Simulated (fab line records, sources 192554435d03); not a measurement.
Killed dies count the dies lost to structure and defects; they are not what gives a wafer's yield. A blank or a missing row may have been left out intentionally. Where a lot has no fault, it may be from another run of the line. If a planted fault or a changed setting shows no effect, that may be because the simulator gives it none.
Split-lot trial | flow n5_finfet | 21 wafers read from 7 lots, route of 1938 steps

SPLIT DETAILS
At N5_BEOL_M9_COAT_22 (resist thk 30 nm), the setting spin_rpm was moved away from the recipe's 1500 rpm on 8 of the 21 wafers read, by -11.0% to +8.4%. The other wafers ran this setting at the recipe's value.

FROM THE SPLIT TO THE READING: what the file shows between them, 6 steps
- N5_BEOL_M9_EBR_24
- N5_BEOL_M9_SOFTBAKE_23: time 60 s
- N5_BEOL_M9_EXPOSE_25: exposes mask V8
- N5_BEOL_M9_PEB_26: peb time 60 s
- N5_BEOL_M9_DEVELOP_27: develop time 30 s
- N5_BEOL_M9_DESCUM_33: chemistry O2, time 7 s

THE READING
CAR-EUV_of_BEOL_M9_COAT_22.thk_nm (the simulator's own value, which no gauge read), in nm, at N5_BEOL_M9_ETCH_76 (etches underlayer in N2/H2, target depth 6.5 nm, time 5.2 s). No usual value for it is given in the file. Here, 13 wafers ran the recipe; their average is 20.3 nm with a standard deviation of 0.1 nm.

wafer  | tool, chamber at the split | spin_rpm as run, rpm | against the recipe | CAR-EUV_of_BEOL_M9_COAT_22.thk_nm, nm | against lot-mates on the recipe
L074.3 | litho_track-04, 0          | 1595                 | +6.3%              | 19.4                                  | -1.0
L074.4 | litho_track-04, 0          | 1595                 | +6.3%              | 19.6                                  | -0.8
L074.5 | litho_track-04, 0          | 1500                 | recipe             | 20.4                                  | -
L076.1 | litho_track-05, 0          | 1500                 | recipe             | 20.2                                  | -
L076.4 | litho_track-05, 0          | 1500                 | recipe             | 20.2                                  | -
L076.6 | litho_track-05, 0          | 1500                 | recipe             | 20.2                                  | -
L080.2 | litho_track-04, 0          | 1500                 | recipe             | 20.4                                  | -
L080.5 | litho_track-04, 0          | 1500                 | recipe             | 20.4                                  | -
L080.6 | litho_track-04, 0          | 1500                 | recipe             | 20.4                                  | -
L081.3 | litho_track-04, 0          | 1424                 | -5.1%              | 21.2                                  | +0.8
L081.4 | litho_track-04, 0          | 1424                 | -5.1%              | 21.2                                  | +0.8
L081.6 | litho_track-04, 0          | 1500                 | recipe             | 20.4                                  | -
L088.1 | litho_track-04, 0          | 1500                 | recipe             | 20.2                                  | -
L088.2 | litho_track-04, 0          | 1500                 | recipe             | 20.2                                  | -
L088.5 | litho_track-04, 0          | 1500                 | recipe             | 20.2                                  | -
L090.1 | litho_track-05, 0          | 1626                 | +8.4%              | 19.2                                  | -1.2
L090.6 | litho_track-05, 0          | 1626                 | +8.4%              | 19.2                                  | -1.2
L090.4 | litho_track-05, 0          | 1500                 | recipe             | 20.4                                  | -
L097.1 | litho_track-05, 0          | 1335                 | -11.0%             | 22                                    | +1.6
L097.5 | litho_track-05, 0          | 1335                 | -11.0%             | 22                                    | +1.6
L097.2 | litho_track-05, 0          | 1500                 | recipe             | 20.4                                  | -

THE FIT
A straight line over all 21 wafers: CAR-EUV_of_BEOL_M9_COAT_22.thk_nm changes by -0.146 nm for each +1% of spin_rpm; r = -0.99; the points scatter about the line by 0.11 nm.
The same after taking each lot's own level away (the mean of its wafers on the recipe; 21 wafers): -0.145 nm for each +1%; r = -1.00; scatter 0.038 nm.
On that fit, the largest move of spin_rpm shifts the reading by 1.6 nm.
Measured against the standard deviation above, the lots' own levels, which go from 20.20 to 20.40 nm, span 2.0 times it.
Hence the lot-to-lot level has little effect on the slope; both slopes agree.
Check: for one of the wafers moved furthest among these (-11.0%), held out of the fit, the line's prediction against its lot-mates is +1.61 nm. Against them it came out at +1.6 nm.

THE OTHER SPLITS THESE WAFERS WENT THROUGH
Other splits were also applied to these wafers ahead of the reading. Each is held against what the fit with the lots' levels taken away leaves over:
other split on the same wafers | wafers away from the commonest value | r with CAR-EUV_of_BEOL_M9_COAT_22.thk_nm (lot level and that fit taken away)
N5_BEOL_M9_ETCH_62 time_s      | 5                                    | +0.04

THE WHOLE CHAIN: every reading that the file lists as answering this split, in the file's order
step                  | what it does                                                | reading                                                                            | change (the file's fit)               | r (the file's)
N5_BEOL_M9_COAT_22    | resist thk 30 nm                                            | CAR-EUV_of_BEOL_M9_COAT_22.thk_nm (the simulator's own value, which no gauge read) | -0.158 nm for each +1% of the setting | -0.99
N5_BEOL_M9_DEVELOP_27 | develop time 30 s                                           | CAR-EUV_of_BEOL_M9_COAT_22.thk_nm (the simulator's own value, which no gauge read) | -0.15 nm for each +1% of the setting  | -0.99
N5_BEOL_M9_ETCH_76    | etches underlayer in N2/H2, target depth 6.5 nm, time 5.2 s | CAR-EUV_of_BEOL_M9_COAT_22.thk_nm (the simulator's own value, which no gauge read) | -0.145 nm for each +1% of the setting | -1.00

THE FILE'S OWN FIT
CAR-EUV_of_BEOL_M9_COAT_22.thk_nm changes by -0.145 nm for each +1% of spin_rpm, r = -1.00.
